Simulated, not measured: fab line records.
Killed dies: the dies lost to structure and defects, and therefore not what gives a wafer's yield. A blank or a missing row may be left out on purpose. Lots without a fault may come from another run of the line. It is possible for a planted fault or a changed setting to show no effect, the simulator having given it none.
A lot that was struck, set against a sound lot -- flow n5_finfet -- 14 out of 1938 route steps
Sound: these wafers, L776.1, L776.3, L776.6. The struck wafers were L766.2, L766.4. The cause comes at the end.
For every step that has rows: the tool of each side, followed by ch and its chambers, followed by its first start. Under that, the readings that differ: sound wafers -- struck wafers -- difference of the means -- sigmas: that difference in standard deviations of wafers without a fault.
alike: a reading whose means differ by less than 2 such deviations, as well as words and numbers matching on both sides. not compared: withheld readings; readings where some wafer has no value; bounds like >300 that might hide an equal value; numbers whose values overlap and for which the record gives no deviation.
A row with sigmas, a row that says differs or no value, or rows on one side alone: a step with any of these is where the two part. Numbers that don't overlap but have no deviation are shown without sigmas and don't part them. Lack of a reading on every wafer of one side parts them only where that side has two or more wafers.

first, 2 steps without rows for these wafers: N5_BEOL_M10_PRECLEAN_42 (cleans in residue remover, time 60 s); N5_BEOL_M10_SRD_43 (time 30 s).
N5_BEOL_M10_CD_MEAS_35: target cd 70 nm.
  sound on cd_sem-02, day 16 00:01; struck on cd_sem-03, day 13 15:19
  alike: cd_nm
N5_BEOL_M10_CURE_72: cures SiCOH lowk, time 120 s.
  sound on uv_cure-03 ch 2, day 16 00:03; struck on uv_cure-01 ch 1, day 13 15:24
  alike: lamp_power_pct, wafer_temp_C_max
then, 1 step without rows for these wafers: N5_BEOL_M10_DEGAS_44 (time 60 s).
N5_BEOL_M10_PRE_CLEAN_45: time 30 s.
  sound on pvd_sputter-03, day 16 00:44; struck on pvd_sputter-03, day 13 15:43
  alike: heater_power_w
N5_BEOL_M10_ALD_74: deposits TaN, target thk 2 nm, pulse time 2 s, purge time 3 s.
  sound on ald_metal-01 ch 0,2, day 16 00:48; struck on ald_metal-01 ch 0,1, day 13 15:47
  alike: heater_power_w, precursor_vessel_carrier_sccm
  not compared: since_wet_clean_h
N5_BEOL_M10_SURFACE_TREAT_76:
  sound on pvd_sputter-03, day 16 01:05; struck on pvd_sputter-02, day 13 16:13
  not compared: throttle_valve_pct
then, 1 step without rows for these wafers: N5_BEOL_M10_CVD_75 (deposits Co from CCTBA/H2, target thk 2 nm, time 138.9 s).
N5_BEOL_M10_SPUTTER_48: material Cu, target thk 12 nm, time 2 s.
  sound on pvd_sputter-02, day 16 01:21; struck on pvd_sputter-03, day 13 16:28
  alike: throttle_valve_pct
then, 2 steps without rows for these wafers: N5_BEOL_M10_ECD_50 (material Cu, target thk 318 nm); N5_BEOL_M10_ANNEAL_51 (time 90 s).
N5_BEOL_M10_CMP_52: polishes, stops on SiCOH lowk, t overpolish 7 s, target thk 140 nm.
  sound on cmp-03 ch 1,2, day 16 01:53; struck on cmp-01 ch 0,1, day 13 17:08
reading,sound,struck,difference,sigmas
barrier_field_endpoint_s (s),29.3 29.1 31.1,15.5 16.1,-14.0,-21
time_to_endpoint_s (s),66.6 71.1 69.8,31.2 31.6,-37.8,-13
  alike: clearing_platen_rpm, motor_current_A, overpolish_run_s
-- record jumps: 2 days separate the struck wafers' starts on either side; left off in module BEOL_M10, taken up again in module PASSIVATION, whose first shown step is the route's number 1936 --
N5_PASSIVATION_PROBE_49:
  the record has rows for the struck wafers here (prober-01, day 15 21:07) and none for the sound ones

## WHERE THEY PART
At N5_BEOL_M10_CMP_52 first; at N5_PASSIVATION_PROBE_49 last (within this record only).

WHY: the cause the simulator had injected
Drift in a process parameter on cmp-01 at N5_BEOL_M10_CMP_52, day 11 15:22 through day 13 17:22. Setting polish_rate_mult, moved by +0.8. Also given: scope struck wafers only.
